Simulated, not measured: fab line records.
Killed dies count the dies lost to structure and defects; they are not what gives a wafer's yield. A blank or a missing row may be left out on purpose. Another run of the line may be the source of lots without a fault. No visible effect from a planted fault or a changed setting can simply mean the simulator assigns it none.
fab line records | flow nand_harc | part 2 of 2: steps 4 to 6 of 6
[record] lots = 19 wafers = 57 last_day = 33
route steps=1302 shown A_CHANNEL_FILL_D2@621 A_STAIRCASE@651
lots that met no fault: from a run of the same line without faults
start_h: start of the lot's first displayed wafer, in hours after the record's first day | wait_h: hours from the lot's prior step to this one | " as in the row above | L1.1+2: a single row standing in for several wafers | - no value, or no start given | * or withheld: withheld | < > ~ a bound
route shown NAME@n: names a module that has steps shown in the file, with the first one's number in the route | usual: the fault-free wafers' mean and standard deviation | same: alike in all rows | chamber/n: place in a boat | sites: per-site readings | _std_site: the standard deviation of these | _edge_site: mean of outer sites minus mean of inner sites | radius_mm: how far each site lies from the wafer's centre | mask NAME#n: copy n | behind: the most recent tool/chamber to have shaped the wafer | hold: why the lot went on hold/how many hours it stayed there/how the hold came to an end | device: whichever transistor did not switch (one of n, p or np) | end of line: tests run on the same wafers once the route is complete | where a step has no rows: the recipe by itself | killed: at the first sort, the dies lost to defects and structure; wafer yield is something else | map: shows each die of a wafer: x if killed, . if not, _ if none is there
set.NAME: the run value of the setting; set.NAME@STEP: its run value at that earlier step | model.NAME: the simulator's own value behind a step, which no gauge read
a sample of lots followed through the steps of the route, with each step as a table and each wafer as a row
services: from which hour (start_h, from the record's first day; less than 0 if before it) a tool's chamber was out of use, for how many hours, and why
[[steps]]
[step NHARC_A_STAIRCASE_TRIM_14]
[recipe] time_s = 211.2 o2_flow_sccm = 500 ar_flow_sccm = 0 bias_w = 0 chemistry = O2
[usual] drypump_motor_current_A = 5.8/0.51 mfc_ar_sccm = 0.010/0.012 o2_flow_sccm = 500.1/1.7 oes_product_au = 1.000/0.0078 rf_vpp_V = 57.5/0.87 showerhead_plenum_p_Torr = 3.44/0.073 throttle_valve_pct = 17.037/0.0092
// columns lot.wafer tool chamber start_h wait_h drypump_motor_current_A mfc_ar_sccm o2_flow_sccm oes_product_au rf_hours_counter_h rf_vpp_V showerhead_plenum_p_Torr throttle_valve_pct
L074.2 rie_diel-11 3 - - 5.9 0 498.5 0.999 29 57.2 3.45 17.033
L074.1 " 2 " " 6.4 0 499.6 0.997 30 57.0 3.39 17.039
L074.5 " 0 " " 5.5 0 497.5 0.991 - 57.4 3.55 17.033
L076.3 rie_diel-11 0 - - 5.5 0 498.1 1.003 37 59.9 3.54 17.047
L076.6 " 1 " " 5.8 0 499.6 1.005 - 56.0 3.47 17.052
L076.5 " 2 " " 6.4 0 502.0 0.996 - 57.4 3.39 17.015
L077.4 rie_diel-04 1 - - 5.8 0 499.7 1.006 9 57.0 3.50 17.041
L077.3 " 2 " " 6.6 0.031 500.9 1.008 7 57.4 3.36 17.023
L077.5 " 3 " " 5.6 0.007 505.0 1.002 - 54.9 3.35 17.026
L080.4 rie_diel-11 0 - - 5.5 0 499.9 0.994 50 57.7 3.53 17.046
L080.2 " 3 " " 5.9 0 502.7 0.994 52 56.9 3.43 17.030
L080.6 " 0 " " 5.5 0 498.8 0.990 - 58.3 3.53 17.042
L082.1 rie_diel-08 3 - - 6.2 0.022 500.5 1.008 12 57.5 3.34 17.025
L082.3 " 1 " " 4.8 0.026 500.9 1.008 19 57.7 3.47 17.039
L082.6 " 0 " " 5.3 0 498.9 1.009 - 56.4 3.52 17.057
L081.1 rie_diel-08 0 - - 5.3 0 497.5 1.001 17 58.1 3.52 17.038
L081.2 " 1 " " 4.8 0.026 498.2 1.000 19 57.7 3.47 17.041
L081.3 " 3 " " 6.1 0.022 499.8 1.010 12 56.3 3.33 17.044
L083.4 rie_diel-04 1 - - 5.8 0 500.4 0.997 27 57.2 3.49 17.035
L083.3 " 0 " " 6.5 0.025 500.1 1.016 26 58.2 3.53 17.034
L083.5 " 2 " " 6.6 0.031 499.5 1.012 - 56.8 3.36 17.026
L085.3 rie_diel-04 3 - - 5.6 0.007 500.4 0.997 25 56.6 3.34 17.045
L085.1 " 1 " " 5.9 0 500.7 0.996 31 58.3 3.49 17.039
L085.6 " 3 " " 5.6 0.007 500.7 0.996 - 56.3 3.34 17.034
L086.1 rie_diel-08 2 - - 5.9 0 497.6 0.997 29 56.9 3.48 17.038
L086.2 " 3 " " 6.2 0.022 500.4 1.014 26 58.7 3.33 17.020
L086.5 " 3 " " 6.1 0.022 500.9 1.014 - 58.5 3.33 17.038
L084.2 rie_diel-11 1 - - 5.8 0 500.5 0.994 10 56.4 3.45 17.031
L084.6 " 3 " " 5.9 0 501.2 0.996 - 57.5 3.43 17.046
L084.5 " 0 " " 5.5 0 499.6 0.987 - 58.8 3.53 17.024
L090.1 rie_diel-08 0 - - 5.3 0 498.0 1.003 46 59.1 3.50 17.038
L090.4 " 3 " " 6.1 0.022 500.8 1.009 42 57.5 3.32 17.043
L090.5 " 1 " " 4.8 0.026 501.4 0.997 - 58.3 3.46 17.050
L088.2 rie_diel-11 0 - - 5.5 0 499.7 0.990 25 57.8 3.52 17.030
L088.5 " 2 " " 6.3 0 497.8 1.001 - 56.7 3.36 17.044
L088.6 " 3 " " 5.9 0 502.7 1.015 - 57.1 3.42 17.036
L091.2 rie_diel-08 2 - - 5.9 0 501.1 1.004 50 57.8 3.47 17.040
L091.4 " 3 " " 6.2 0.022 500.3 1.014 47 56.9 3.32 17.008
L091.5 " 1 " " 4.8 0.026 504.1 1.001 - 57.0 3.45 17.046
L093.1 rie_diel-11 1 - - 5.9 0 497.9 0.989 35 57.4 3.44 17.044
L093.2 " 2 " " 6.4 0 500.6 0.990 44 58.4 3.35 17.033
L093.5 " 0 " " 5.5 0 499.6 0.997 - 58.1 3.51 17.043
L092.1 rie_diel-08 1 - - 4.8 0.026 498.0 0.993 63 56.7 3.45 17.053
L092.6 " 2 " " 5.9 0 500.4 0.992 - 57.2 3.46 17.044
L092.5 " 3 " " 6.1 0.022 500.8 1.010 - 57.9 3.31 17.040
L094.2 rie_diel-04 1 - - 5.8 0 501.0 1.020 3 56.5 3.47 17.032
L094.1 " 3 " " 5.6 0.007 498.3 0.992 4 56.8 3.33 17.035
L094.5 " 0 " " 6.5 0.025 502.4 0.990 - 57.8 3.52 17.041
L095.2 rie_diel-08 0 - - 5.3 0 500.3 1.020 3 56.9 3.49 17.018
L095.1 " 1 " " 4.8 0.026 501.4 0.985 3 57.8 3.45 17.027
L095.5 " 0 " " 5.3 0 496.2 1.018 - 57.2 3.49 17.018
L097.1 rie_diel-04 3 - - 5.6 0.007 498.8 1.003 10 58.3 3.32 17.038
L097.3 " 0 " " 6.5 0.025 500.4 1.004 9 58.6 3.52 17.039
L097.6 " 3 " " 5.6 0.007 501.0 0.989 - 57.3 3.32 17.033
L096.3 rie_diel-04 3 - - 5.6 0.007 500.2 0.987 10 55.7 3.32 17.026
L096.5 " 3 " " 5.6 0.007 501.3 0.990 - 56.5 3.32 17.026
L096.6 " 0 " " 6.5 0.025 500.5 0.996 - 58.1 3.52 17.036
[step NHARC_A_STAIRCASE_ETCH_25]
[recipe] target_depth_a = 1000 time_s = 40.5 ion_energy_ev = 400 c4f8_flow_sccm = 20 o2_flow_sccm = 10 ar_flow_sccm = withheld rf_w = 600 bias_w = 1000 chemistry = C4F8/O2
[usual] oes_product_au = 0.944/0.011 rf_vpp_V = 892.9/2.9
// columns lot.wafer tool chamber start_h wait_h oes_product_au rf_hours_counter_h rf_vpp_V
L074.2 rie_diel-11 3 - - 0.952 33 892.8
L074.1 " 2 " " 0.945 32 890.5
L074.5 " 3 " " 0.938 - 891.3
L076.3 rie_diel-08 0 - - 0.966 0 896.2
L076.5 " 0 " " 0.963 - 895.3
L076.6 " 1 " " 0.961 - 895.1
L077.4 rie_diel-04 2 - - 0.954 7 892.5
L077.3 " 1 " " 0.945 10 896.6
L077.5 " 2 " " 0.953 - 888.9
L080.4 rie_diel-11 0 - - 0.943 51 894.8
L080.2 " 2 " " 0.946 53 889.5
L080.6 " 3 " " 0.943 - 893.0
L082.1 rie_diel-04 2 - - 0.939 16 889.2
L082.3 " 1 " " 0.939 19 894.1
L082.6 " 2 " " 0.939 - 887.2
L081.3 rie_diel-08 3 - - 0.950 13 888.6
L081.2 " 0 " " 0.939 18 897.0
L081.1 " 2 " " 0.950 15 895.7
L083.3 rie_diel-11 2 - - 0.943 7 890.5
L083.4 " 0 " " 0.930 4 896.1
L083.5 " 2 " " 0.936 - 889.7
L086.1 rie_diel-08 0 - - 0.950 31 896.3
L086.2 " 3 " " 0.956 27 889.8
L086.5 " 0 " " 0.940 - 895.1
L085.1 rie_diel-04 1 - - 0.922 31 893.8
L085.3 " 2 " " 0.940 28 889.6
L085.6 " 1 " " 0.925 - 894.1
L084.2 rie_diel-11 0 - - 0.930 8 896.6
L084.5 " 0 " " 0.924 - 896.6
L084.6 " 1 " " 0.933 - 893.0
L090.1 rie_diel-08 1 - - 0.931 50 894.4
L090.4 " 3 " " 0.960 43 887.7
L090.5 " 1 " " 0.941 - 893.8
L088.2 rie_diel-04 1 - - 0.949 45 895.4
L088.5 " 2 " " 0.956 - 887.9
L088.6 " 3 " " 0.950 - 890.4
L091.4 rie_diel-08 2 - - 0.961 51 893.4
L091.2 " 3 " " 0.962 47 888.1
L091.5 " 1 " " 0.937 - 892.9
L093.1 rie_diel-04 3 - - 0.959 0 888.9
L093.2 " 1 " " 0.955 0 894.4
L093.5 " 3 " " 0.966 - 890.2
L092.1 rie_diel-08 3 - - 0.964 54 889.5
L092.5 " 0 " " 0.951 - 894.7
L092.6 " 1 " " 0.949 - 893.3
L094.1 rie_diel-11 2 - - 0.943 47 889.7
L094.2 " 0 " " 0.955 42 895.3
L094.5 " 3 " " 0.946 - 891.1
L095.1 rie_diel-08 0 - - 0.963 3 895.3
L095.2 " 2 " " 0.946 3 893.0
L095.5 " 3 " " 0.943 - 887.2
L097.1 rie_diel-08 0 - - 0.975 5 895.1
L097.3 " 1 " " 0.949 5 894.7
L097.6 " 3 " " 0.949 - 888.3
L096.3 rie_diel-04 2 - - 0.937 10 890.3
L096.6 " 0 " " 0.942 - 895.8
L096.5 " 1 " " 0.954 - 892.8
[step NHARC_A_STAIRCASE_STRIP_175]
[recipe] power_w = 1500 temp_c = 250 chemistry = O2
[usual] drypump_motor_current_A = 6.1/0.67 heater_power_w = 327/33
// columns lot.wafer tool chamber start_h wait_h drypump_motor_current_A heater_power_w rf_hours_counter_h
L074.2 plasma_asher-01 1 364.41 0.1 6.3 343 4
L074.1 " 0 " " 6.6 297 4
L074.5 " 1 " " 6.2 339 -
L076.3 plasma_asher-01 1 379.64 0.2 6.3 344 -
L076.6 " 1 " " 6.3 346 -
L076.5 " 0 " " 6.6 293 -
L077.4 plasma_asher-02 1 390.43 0.2 4.7 397 -
L077.3 " 0 " " 6.3 312 -
L077.5 " 0 " " 6.3 313 -
L080.2 plasma_asher-01 0 432.30 0.1 6.5 293 16
L080.4 " 0 " " 6.5 289 -
L080.6 " 1 " " 6.2 339 -
L082.1 plasma_asher-01 0 432.76 0.1 6.5 289 16
L082.3 " 0 " " 6.6 297 -
L082.6 " 1 " " 6.2 336 -
L081.2 plasma_asher-01 1 432.99 0.1 6.3 339 17
L081.1 " 0 " " 6.6 291 17
L081.3 " 0 " " 6.6 285 -
L083.4 plasma_asher-02 0 452.48 0.2 6.3 315 -
L083.3 " 1 " " 4.7 374 -
L083.5 " 1 " " 4.7 374 -
L086.2 plasma_asher-02 0 463.54 0.1 6.3 314 7
L086.1 " 1 " " 4.7 374 7
L086.5 " 1 " " 4.7 365 -
L085.1 plasma_asher-01 0 463.69 0.1 6.6 287 25
L085.3 " 1 " " 6.2 337 -
L085.6 " 1 " " 6.2 337 -
L084.2 plasma_asher-02 0 463.83 0.2 6.3 311 8
L084.6 " 0 " " 6.3 310 -
L084.5 " 1 " " 4.7 367 -
L090.1 plasma_asher-01 1 508.11 0.1 6.2 336 33
L090.4 " 0 " " 6.6 294 -
L090.5 " 1 " " 6.3 339 -
L088.2 plasma_asher-01 1 508.99 0.1 6.2 348 33
L088.6 " 0 " " 6.6 296 -
L088.5 " 1 " " 6.3 337 -
L091.2 plasma_asher-02 1 530.50 0.1 4.7 377 20
L091.4 " 1 " " 4.7 371 -
L091.5 " 0 " " 6.3 315 -
L093.1 plasma_asher-01 0 544.79 0.1 6.6 281 4
L093.2 " 1 " " 6.3 363 4
L093.5 " 0 " " 6.5 294 -
L092.1 plasma_asher-02 0 545.26 0.1 6.3 309 24
L092.5 " 1 " " 4.7 374 -
L092.6 " 0 " " 6.3 309 -
L094.2 plasma_asher-01 1 555.69 0.1 6.3 350 7
L094.1 " 0 " " 6.6 277 7
L094.5 " 1 " " 6.3 355 -
L095.1 plasma_asher-01 1 568.87 0.1 6.2 360 10
L095.2 " 0 " " 6.6 286 10
L095.5 " 0 " " 6.6 282 -
L097.1 plasma_asher-02 1 577.19 0.1 4.7 373 28
L097.3 " 1 " " 4.7 376 -
L097.6 " 0 " " 6.3 315 -
L096.3 plasma_asher-01 0 577.54 0.2 6.5 283 -
L096.6 " 0 " " 6.6 280 -
L096.5 " 1 " " 6.3 361 -
[[services]]
// columns tool chamber start_h hours kind
rie_diel-10 1 326.92 8.7 repair
rie_diel-01 0 328.31 10.0 repair
rie_diel-01 1 334.30 5.2 repair
plasma_asher-01 - 342.54 9.0 pm
rie_diel-01 0 354.52 5.8 repair
rie_diel-04 - 354.90 9.0 pm
rie_diel-08 - 368.68 9.0 pm
rie_diel-10 2 375.63 15.9 repair
rie_diel-01 - 380.80 9.0 pm
rie_diel-11 3 384.84 1.2 repair
rie_diel-10 - 419.54 9.0 pm
rie_diel-11 1 420.84 8.0 repair
plasma_asher-02 - 426.00 9.0 pm
rie_diel-11 - 432.52 9.0 pm
rie_diel-10 2 433.03 10.8 repair
plasma_asher-02 - 470.34 0.4 repair
rie_diel-10 0 473.90 1.8 repair
rie_diel-01 - 486.97 0.3 repair
rie_diel-11 1 496.97 9.3 repair
plasma_asher-01 - 519.72 9.0 pm
rie_diel-04 0 529.96 2.8 repair
rie_diel-04 - 534.62 9.0 pm
rie_diel-08 - 545.68 9.0 pm
rie_diel-01 - 557.80 9.0 pm
